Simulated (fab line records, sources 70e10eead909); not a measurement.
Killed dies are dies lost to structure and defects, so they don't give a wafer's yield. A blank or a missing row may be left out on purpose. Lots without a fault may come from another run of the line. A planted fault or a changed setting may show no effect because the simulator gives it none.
Which tool did it? | flow nand_harc | 11 lots, 33 wafers sampled, at 5 steps of a route of 1302

WHAT THE GAUGES READ, wafer by wafer
NHARC_END_SORT_01. Usual: killed_at_array 52, standard deviation 17; killed_at_other 0.9, standard deviation 1.2; killed_at_periphery 3.9, standard deviation 2.7; killed_dies 57, standard deviation 16; killed_open 3.3, standard deviation 1.9; killed_short 2.5, standard deviation 1.5.
lot  | measured     | on        | killed_at_array | killed_at_other | killed_at_periphery | killed_dies | killed_open | killed_short | flag
L234 | day 27 23:05 | prober-01 | 74 61 58        | 0 1 1           | 2 2 5               | 76 64 64    | 5 5 3       | 1 5 3        |

WHICH TOOL RAN EACH LOT (tool, then ch and the chambers of the sampled wafers, then the start)
lot  | NHARC_A_CONTACT_ETCH_133             | NHARC_A_CONTACT_DESCUM_13          | NHARC_A_CONTACT_ETCH_30            | NHARC_A_CONTACT_ETCH_98
L227 | har_cap_etch-02 ch 0, day 22 04:50   | rie_diel-04 ch 2,3, day 22 12:28   | rie_diel-04 ch 0,1,3, day 22 12:59 | rie_diel-02 ch 1,2,3, no start
L230 | har_cap_etch-02 ch 0, day 22 22:40   | rie_diel-02 ch 0,2,3, day 23 05:41 | rie_diel-02 ch 2,3, day 23 06:14   | rie_diel-02 ch 0,3, day 23 09:06
L229 | har_cap_etch-01 ch 0,1, day 23 01:47 | rie_diel-02 ch 1,3, day 23 07:02   | rie_diel-02 ch 0,3, day 23 07:38   | rie_diel-02 ch 0,1,3, day 23 10:24
L228 | har_cap_etch-02 ch 0,1, day 23 04:44 | rie_diel-11 ch 2,3, day 23 09:32   | rie_diel-11 ch 1,2, day 23 10:13   | rie_diel-02 ch 1,2,3, no start
L234 | har_cap_etch-02 ch 0,1, day 25 14:50 | rie_diel-02 ch 0,1,2, day 25 20:40 | rie_diel-02 ch 1,2, day 25 21:10   | rie_diel-02 ch 2,3, day 27 23:05 or earlier
L245 | har_cap_etch-03 ch 0,1, day 29 13:24 | rie_diel-02 ch 1,2, day 29 19:05   | rie_diel-02 ch 0,1,3, day 29 19:38 | rie_diel-04 ch 0,3, no start
L244 | har_cap_etch-01 ch 0, day 29 16:42   | rie_diel-02 ch 0,1, day 29 21:55   | rie_diel-02 ch 1,3, day 29 22:28   | rie_diel-02 ch 1,2,3, no start
L246 | har_cap_etch-02 ch 0,1, day 30 06:44 | rie_diel-02 ch 0,2,3, day 30 11:23 | rie_diel-02 ch 0,2,3, day 30 11:55 | rie_diel-02 ch 0,2,3, no start
L248 | har_cap_etch-01 ch 0,1, day 31 11:10 | rie_diel-02 ch 0,1,3, day 31 16:39 | rie_diel-02 ch 0,3, day 31 17:10   | rie_diel-02 ch 1,3, no start
L250 | har_cap_etch-03 ch 0,1, day 31 18:04 | rie_diel-11 ch 0,1, day 31 23:29   | rie_diel-11 ch 0,1, day 32 00:05   | rie_diel-04 ch 0,1,3, no start
L247 | har_cap_etch-01 ch 0,1, day 31 18:58 | rie_diel-02 ch 0,1,3, day 32 01:10 | rie_diel-02 ch 1,2,3, day 32 01:41 | rie_diel-04 ch 1,2,3, no start
- NHARC_A_CONTACT_ETCH_133: etches the open film in C4F8/O2/Ar, time 374 s, target depth 1610 nm.
- NHARC_A_CONTACT_DESCUM_13: chemistry O2, time 3 s.
- NHARC_A_CONTACT_ETCH_30: etches the open film in CF4/CHF3, target depth 72.6 nm, time 36.3 s.
- NHARC_A_CONTACT_ETCH_98: etches the open film in C4F6/O2, target depth 20 nm, time 10 s.

WHAT THE TOOLS THEMSELVES READ (means of the sampled wafers that have a number; where no wafer has one, the mark that the record gives instead)
NHARC_A_CONTACT_ETCH_133. Usual: oes_air_line_au 0.997 a.u., standard deviation 0.021.
lot  | tool            | oes_air_line_au (a.u.) | flag
L227 | har_cap_etch-02 | 0.997                  |
L230 | har_cap_etch-02 | 1.034                  |
L229 | har_cap_etch-01 | 1.012                  |
L228 | har_cap_etch-02 | 0.970                  |
L234 | har_cap_etch-02 | 0.968                  |
L245 | har_cap_etch-03 | 1.009                  |
L244 | har_cap_etch-01 | 0.985                  |
L246 | har_cap_etch-02 | 0.996                  |
L248 | har_cap_etch-01 | 1.007                  |
L250 | har_cap_etch-03 | 0.967                  |
L247 | har_cap_etch-01 | 0.996                  |

NHARC_A_CONTACT_DESCUM_13. Usual: drypump_motor_current_A 5.5 A, standard deviation 0.41; oes_product_au 0.999 a.u., standard deviation 0.0096; rf_vpp_V 57.8 V, standard deviation 0.94; showerhead_plenum_p_Torr 1.93 Torr, standard deviation 0.096; throttle_valve_pct 11.311 %, standard deviation 0.009.
lot  | tool        | drypump_motor_current_A (A) | oes_product_au (a.u.) | rf_vpp_V (V) | showerhead_plenum_p_Torr (Torr) | throttle_valve_pct (%) | flag
L227 | rie_diel-04 | 5.3                         | 0.994                 | 58.1         | 1.77                            | 11.307                 |
L230 | rie_diel-02 | 5.7                         | 1.002                 | 57.6         | 1.92                            | 11.307                 |
L229 | rie_diel-02 | 5.4                         | 1.005                 | 58.1         | 1.98                            | 11.312                 |
L228 | rie_diel-11 | 5.4                         | 0.991                 | 58.2         | 2.02                            | 11.316                 |
L234 | rie_diel-02 | 5.3                         | 1.008                 | 57.2         | 1.91                            | 11.310                 |
L245 | rie_diel-02 | 5.1                         | 1.009                 | 57.2         | 1.90                            | 11.317                 |
L244 | rie_diel-02 | 5.2                         | 0.998                 | 57.8         | 1.97                            | 11.307                 |
L246 | rie_diel-02 | 5.7                         | 0.996                 | 58.0         | 1.91                            | 11.303                 |
L248 | rie_diel-02 | 5.6                         | 0.993                 | 58.6         | 1.97                            | 11.308                 |
L250 | rie_diel-11 | 5.7                         | 0.999                 | 58.0         | 1.97                            | 11.301                 |
L247 | rie_diel-02 | 5.6                         | 1.001                 | 58.0         | 1.97                            | 11.318                 |

NHARC_A_CONTACT_ETCH_30. Usual: drypump_motor_current_A 5.5 A, standard deviation 0.4; oes_product_au 0.931 a.u., standard deviation 0.016; rf_vpp_V 370.9 V, standard deviation 2.7; showerhead_plenum_p_Torr 1.59 Torr, standard deviation 0.075; throttle_valve_pct 16.802 %, standard deviation 0.0086.
lot  | tool        | drypump_motor_current_A (A) | oes_product_au (a.u.) | rf_vpp_V (V) | showerhead_plenum_p_Torr (Torr) | throttle_valve_pct (%) | flag
L227 | rie_diel-04 | 5.5                         | 0.926                 | 368.5        | 1.56                            | 16.802                 |
L230 | rie_diel-02 | 5.6                         | 0.913                 | 367.9        | 1.52                            | 16.798                 |
L229 | rie_diel-02 | 5.9                         | 0.919                 | 373.1        | 1.63                            | 16.798                 |
L228 | rie_diel-11 | 5.8                         | 0.922                 | 371.3        | 1.60                            | 16.802                 |
L234 | rie_diel-02 | 5.2                         | 0.895                 | 368.9        | 1.51                            | 16.803                 |
L245 | rie_diel-02 | 5.6                         | 0.927                 | 372.0        | 1.62                            | 16.798                 |
L244 | rie_diel-02 | 5.7                         | 0.921                 | 372.4        | 1.62                            | 16.790                 |
L246 | rie_diel-02 | 5.7                         | 0.931                 | 370.6        | 1.57                            | 16.803                 |
L248 | rie_diel-02 | 5.8                         | 0.925                 | 372.4        | 1.62                            | 16.798                 |
L250 | rie_diel-11 | 5.7                         | 0.927                 | 370.2        | 1.55                            | 16.800                 |
L247 | rie_diel-02 | 5.5                         | 0.916                 | 369.2        | 1.56                            | 16.808                 |

NHARC_A_CONTACT_ETCH_98. Usual: c4f6_flow_sccm 25.00 sccm, standard deviation 0.07; drypump_motor_current_A 5.5 A, standard deviation 0.42; oes_product_au 0.955 a.u., standard deviation 0.019; rf_vpp_V 548 V, standard deviation 3.8; showerhead_plenum_p_Torr 3.96 Torr, standard deviation 0.18; throttle_valve_pct 26.904 %, standard deviation 0.0096.
lot  | tool        | c4f6_flow_sccm (sccm) | drypump_motor_current_A (A) | oes_product_au (a.u.) | rf_vpp_V (V) | showerhead_plenum_p_Torr (Torr) | throttle_valve_pct (%) | flag
L227 | rie_diel-02 | 25.02                 | 5.5                         | 0.950                 | 548          | 3.92                            | 26.904                 |
L230 | rie_diel-02 | 24.94                 | 5.9                         | 0.941                 | 549          | 4.06                            | 26.912                 |
L229 | rie_diel-02 | 25.01                 | 5.6                         | 0.964                 | 549          | 4.05                            | 26.905                 |
L228 | rie_diel-02 | 25.08                 | 5.5                         | 0.945                 | 547          | 3.92                            | 26.903                 |
L234 | rie_diel-02 | 24.96                 | 5.6                         | 0.940                 | 544          | 3.79                            | 26.896                 |
L245 | rie_diel-04 | 24.92                 | 5.6                         | 0.969                 | 543          | 3.75                            | 26.910                 |
L244 | rie_diel-02 | 25.01                 | 5.5                         | 0.940                 | 546          | 3.91                            | 26.913                 |
L246 | rie_diel-02 | 24.99                 | 5.7                         | 0.955                 | 547          | 3.91                            | 26.908                 |
L248 | rie_diel-02 | 25.06                 | 5.4                         | 0.939                 | 549          | 4.02                            | 26.906                 |
L250 | rie_diel-04 | 24.96                 | 5.5                         | 0.954                 | 546          | 3.85                            | 26.905                 |
L247 | rie_diel-04 | 25.03                 | 5.2                         | 0.940                 | 547          | 3.94                            | 26.909                 |

THE ANSWER, worked out from the rows above alone
Rule: a lot is off if the mean of its wafers that have a number lies more than 3 standard deviations from the usual mean. A lot without any number at a reading at which 4 lots or more have one is off too. The other lots that the step has rows for count as sound. The gauges are gone through in route order, then the tools' own readings, and for those a lot's mean is taken as printed above. The first step at which some lot is off is used, and at that step the reading that is off furthest; a lot without a number counts as furthest.
No lot is off at any reading shown: from this, nothing can be told.

WHAT THE SIMULATOR HAD PUT IN
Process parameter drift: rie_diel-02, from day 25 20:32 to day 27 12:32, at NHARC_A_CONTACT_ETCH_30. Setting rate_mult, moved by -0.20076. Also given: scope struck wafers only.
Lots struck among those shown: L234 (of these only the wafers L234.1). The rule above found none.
